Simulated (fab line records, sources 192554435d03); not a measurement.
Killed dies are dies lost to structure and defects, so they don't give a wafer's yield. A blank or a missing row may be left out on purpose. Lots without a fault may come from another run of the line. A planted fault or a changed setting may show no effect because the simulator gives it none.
Which tool did it? | flow n5_finfet | 24 lots, 72 wafers sampled, at 5 steps of a route of 1938

WHAT THE GAUGES READ, wafer by wafer
N5_BEOL_M2_CD_MEAS_35: target cd 18 nm, target cd y 22.2 nm.
lot  | measured     | on        | cd_nm (nm)
L074 | day 6 19:41  | cd_sem-02 | 18.58 18.18 18.43
L075 | day 6 20:21  | cd_sem-01 | 18.26 17.99 18.12
L076 | day 7 04:45  | cd_sem-02 | 18.17 18.05 18.21
L077 | day 7 09:56  | cd_sem-02 | 18.13 17.72 18.24
L078 | day 7 20:07  | cd_sem-02 | 18.32 17.67 18.12
L079 | day 7 23:16  | cd_sem-02 | 17.64 17.73 18.43
L080 | day 8 04:57  | cd_sem-03 | 17.92 17.88 18.37
L081 | day 8 13:48  | cd_sem-01 | 17.91 18.10 18.13
L082 | day 8 22:37  | cd_sem-01 | 17.84 17.67 18.11
L083 | day 9 00:13  | cd_sem-03 | 17.96 18.09 18.55
L084 | day 9 08:47  | cd_sem-02 | 18.22 18.32 17.62
L085 | day 9 14:35  | cd_sem-01 | 17.88 17.67 18.07
L086 | day 9 20:04  | cd_sem-03 | 18.14 18.50 17.78
L087 | day 9 21:54  | cd_sem-01 | 18.08 17.66 17.72
L089 | day 10 09:23 | cd_sem-03 | 17.35 17.85 17.98
L088 | day 10 14:17 | cd_sem-01 | 17.82 18.38 18.10
L090 | day 10 16:47 | cd_sem-03 | 18.34 18.18 17.50
L093 | day 11 10:55 | cd_sem-01 | 17.92 18.04 17.91
L091 | day 11 12:43 | cd_sem-02 | 18.29 18.47 17.99
L092 | day 11 15:05 | cd_sem-01 | 18.27 18.41 18.72
L094 | day 11 16:21 | cd_sem-02 | 17.79 18.18 18.02
L095 | day 11 19:36 | cd_sem-01 | 18.13 17.99 18.34
L096 | day 12 11:13 | cd_sem-03 | 18.18 17.58 17.42
L097 | day 13 09:55 | cd_sem-01 | 18.12 18.21 17.85

N5_BEOL_M3_CD_MEAS_11: target cd 17.05 nm.
lot  | measured     | on        | cd_nm (nm)
L074 | day 7 00:20  | cd_sem-01 | 16.76 17.31 16.98
L075 | day 7 04:36  | cd_sem-01 | 16.89 16.87 17.01
L076 | day 7 10:33  | cd_sem-01 | 17.08 16.83 16.88
L077 | day 7 17:15  | cd_sem-02 | 16.90 16.90 17.11
L078 | day 8 04:29  | cd_sem-01 | 17.22 17.21 16.80
L079 | day 8 04:34  | cd_sem-01 | 17.23 17.03 17.21
L080 | day 8 12:44  | cd_sem-01 | 17.22 17.14 17.32
L081 | day 8 22:16  | cd_sem-03 | 16.69 17.22 17.16
L082 | day 9 05:28  | cd_sem-02 | 16.94 17.38 17.20
L083 | day 9 06:47  | cd_sem-03 | 17.04 17.21 16.93
L084 | day 9 17:02  | cd_sem-01 | 17.14 17.03 16.89
L085 | day 9 22:41  | cd_sem-03 | 17.50 17.10 17.26
L086 | day 10 04:47 | cd_sem-02 | 16.64 16.98 16.79
L087 | day 10 05:20 | cd_sem-03 | 17.31 17.06 17.60
L089 | day 10 18:16 | cd_sem-02 | 17.30 17.05 17.19
L088 | day 10 23:44 | cd_sem-03 | 17.08 16.94 16.84
L090 | day 11 00:03 | cd_sem-01 | 17.06 16.94 16.86
L093 | day 11 16:26 | cd_sem-01 | 17.17 16.99 17.21
L091 | day 11 20:38 | cd_sem-03 | 17.11 17.02 17.20
L092 | day 11 21:25 | cd_sem-02 | 17.13 16.77 16.72
L094 | day 11 23:13 | cd_sem-01 | 16.71 17.15 17.23
L095 | day 12 03:10 | cd_sem-03 | 17.26 16.86 16.99
L096 | day 12 16:04 | cd_sem-01 | 16.76 17.17 16.83
L097 | day 13 15:37 | cd_sem-03 | 17.07 17.07 17.30

N5_BEOL_M3_OVL_MEAS_12.
lot  | measured     | on         | M3_OVL (nm)
L074 | day 7 00:22  | overlay-01 | -0.3 0.5 0.3
L075 | day 7 04:38  | overlay-02 | 0.3 0.8 1.0
L076 | day 7 10:35  | overlay-02 | -0.8 -1.1 -0.9
L077 | day 7 17:17  | overlay-02 | 0.6 -0.8 -0.5
L078 | day 8 04:31  | overlay-02 | 0.3 0.9 0.8
L079 | day 8 04:36  | overlay-02 | -0.2 -0.5 -0.8
L080 | day 8 12:46  | overlay-01 | 0.3 -0.4 -1.1
L081 | day 8 22:18  | overlay-01 | 0.3 0.2 -0.3
L082 | day 9 05:31  | overlay-02 | -0.7 -0.1 -0.8
L083 | day 9 06:49  | overlay-01 | -0.7 0.6 0.3
L084 | day 9 17:05  | overlay-02 | -1.0 0.4 0.7
L085 | day 9 22:43  | overlay-01 | 0.5 0.1 0.1
L086 | day 10 04:49 | overlay-02 | -0.6 -1.6 -0.9
L087 | day 10 05:22 | overlay-02 | -1.5 -1.7 -0.7
L089 | day 10 18:17 | overlay-01 | -0.1 0.0 1.3
L088 | day 10 23:46 | overlay-02 | 0.4 0.6 -0.6
L090 | day 11 00:05 | overlay-01 | 0.4 0.0 0.1
L093 | day 11 16:28 | overlay-01 | -0.1 -0.4 -0.2
L091 | day 11 20:40 | overlay-01 | 0.4 0.0 0.0
L092 | day 11 21:26 | overlay-02 | -0.5 -0.5 0.1
L094 | day 11 23:14 | overlay-01 | 0.5 0.3 0.2
L095 | day 12 03:12 | overlay-02 | 0.1 -0.1 0.1
L096 | day 12 16:06 | overlay-01 | -0.5 -0.8 -0.9
L097 | day 13 15:40 | overlay-02 | -0.7 -1.2 -0.6

WHICH TOOL RAN EACH LOT (tool, then ch and the chambers of the sampled wafers, then the start)
lot  | N5_BEOL_M2_ANNEAL_89         | N5_BEOL_M2_SPUTTER_92
L074 | pvd_sputter-03, day 6 21:51  | pvd_sputter-03, day 6 22:13
L075 | pvd_sputter-01, day 6 22:25  | pvd_sputter-01, day 6 22:47
L076 | pvd_sputter-03, day 7 06:21  | pvd_sputter-03, day 7 06:43
L077 | pvd_sputter-03, day 7 11:29  | pvd_sputter-03, day 7 11:51
L078 | pvd_sputter-01, day 7 21:53  | pvd_sputter-01, day 7 22:14
L079 | pvd_sputter-02, day 8 00:56  | pvd_sputter-02, day 8 01:18
L080 | pvd_sputter-01, day 8 07:13  | pvd_sputter-01, day 8 07:35
L081 | pvd_sputter-01, day 8 15:26  | pvd_sputter-01, day 8 15:47
L082 | pvd_sputter-03, day 9 00:17  | pvd_sputter-03, day 9 00:38
L083 | pvd_sputter-02, day 9 02:00  | pvd_sputter-02, day 9 02:22
L084 | pvd_sputter-02, day 9 10:57  | pvd_sputter-02, day 9 11:19
L085 | pvd_sputter-01, day 9 16:37  | pvd_sputter-01, day 9 16:59
L086 | pvd_sputter-02, day 9 22:14  | pvd_sputter-02, day 9 22:36
L087 | pvd_sputter-01, day 9 23:56  | pvd_sputter-01, day 10 00:17
L089 | pvd_sputter-02, day 10 13:38 | pvd_sputter-02, day 10 13:59
L088 | pvd_sputter-01, day 10 16:05 | pvd_sputter-01, day 10 16:26
L090 | pvd_sputter-02, day 10 19:24 | pvd_sputter-02, day 10 19:46
L093 | pvd_sputter-01, day 11 13:52 | pvd_sputter-01, day 11 14:13
L091 | pvd_sputter-03, day 11 15:37 | pvd_sputter-03, day 11 15:59
L092 | pvd_sputter-02, day 11 17:16 | pvd_sputter-02, day 11 17:37
L094 | pvd_sputter-01, day 11 18:56 | pvd_sputter-01, day 11 19:18
L095 | pvd_sputter-03, day 11 21:32 | pvd_sputter-03, day 11 21:54
L096 | pvd_sputter-01, day 12 13:13 | pvd_sputter-01, day 12 13:35
L097 | pvd_sputter-03, day 13 12:19 | pvd_sputter-03, day 13 12:41
- N5_BEOL_M2_ANNEAL_89: time 240 s.
- N5_BEOL_M2_SPUTTER_92: material Cu, target thk 4.5 nm, time 8.29 s.

WHAT THE TOOLS THEMSELVES READ (means of the sampled wafers that have a number; where no wafer has one, the mark that the record gives instead)
N5_BEOL_M2_ANNEAL_89.
lot  | tool           | heater_power_w (W)
L074 | pvd_sputter-03 | 808
L075 | pvd_sputter-01 | 904
L076 | pvd_sputter-03 | 787
L077 | pvd_sputter-03 | 789
L078 | pvd_sputter-01 | 881
L079 | pvd_sputter-02 | 911
L080 | pvd_sputter-01 | 842
L081 | pvd_sputter-01 | 886
L082 | pvd_sputter-03 | 807
L083 | pvd_sputter-02 | 901
L084 | pvd_sputter-02 | 937
L085 | pvd_sputter-01 | 868
L086 | pvd_sputter-02 | 868
L087 | pvd_sputter-01 | 862
L089 | pvd_sputter-02 | 943
L088 | pvd_sputter-01 | 829
L090 | pvd_sputter-02 | 931
L093 | pvd_sputter-01 | 890
L091 | pvd_sputter-03 | 824
L092 | pvd_sputter-02 | 914
L094 | pvd_sputter-01 | 883
L095 | pvd_sputter-03 | 782
L096 | pvd_sputter-01 | 833
L097 | pvd_sputter-03 | 782

N5_BEOL_M2_SPUTTER_92.
lot  | tool           | substrate_temp_c (C) | throttle_valve_pct (%)
L074 | pvd_sputter-03 | -20.11               | 29.2
L075 | pvd_sputter-01 | -19.94               | 30.1
L076 | pvd_sputter-03 | -19.99               | 29.8
L077 | pvd_sputter-03 | -20.01               | 29.9
L078 | pvd_sputter-01 | -20.08               | 30.4
L079 | pvd_sputter-02 | -19.98               | 29.7
L080 | pvd_sputter-01 | -20.01               | 30.0
L081 | pvd_sputter-01 | -20.03               | 30.4
L082 | pvd_sputter-03 | -20.06               | 29.4
L083 | pvd_sputter-02 | -20.18               | 29.8
L084 | pvd_sputter-02 | -19.97               | 30.0
L085 | pvd_sputter-01 | -20.06               | 29.6
L086 | pvd_sputter-02 | -20.04               | 29.0
L087 | pvd_sputter-01 | -19.91               | 30.2
L089 | pvd_sputter-02 | -19.96               | 30.0
L088 | pvd_sputter-01 | -20.03               | 29.7
L090 | pvd_sputter-02 | -20.02               | 30.2
L093 | pvd_sputter-01 | -20.03               | 30.3
L091 | pvd_sputter-03 | -20.02               | 29.5
L092 | pvd_sputter-02 | -20.02               | 30.3
L094 | pvd_sputter-01 | -19.98               | 30.2
L095 | pvd_sputter-03 | -20.05               | 29.5
L096 | pvd_sputter-01 | -20.01               | 29.7
L097 | pvd_sputter-03 | -19.91               | 29.8

THE ANSWER, worked out from the rows above alone
Rule: what is usual is taken from the lots themselves. Put in order of their means at a reading, lots are off if they are a third of the lots or fewer, leave a main group of 4 or more, and stand apart from it by a gap of 3 or more times the standard deviation of the main group's means; of several such gaps the widest counts. A main group whose means are all the same, to the digits that the tables above print for the reading, isn't used. A lot without any number at a reading at which 4 lots or more have one is off too. The other lots that the step has rows for count as sound. The gauges are gone through in route order, then the tools' own readings, and for those a lot's mean is taken as printed above. The first step at which some lot is off is used, and at that step the reading that is off furthest; a lot without a number counts as furthest.
No lot is off at any reading shown: from this, nothing can be told.

WHAT THE SIMULATOR HAD PUT IN
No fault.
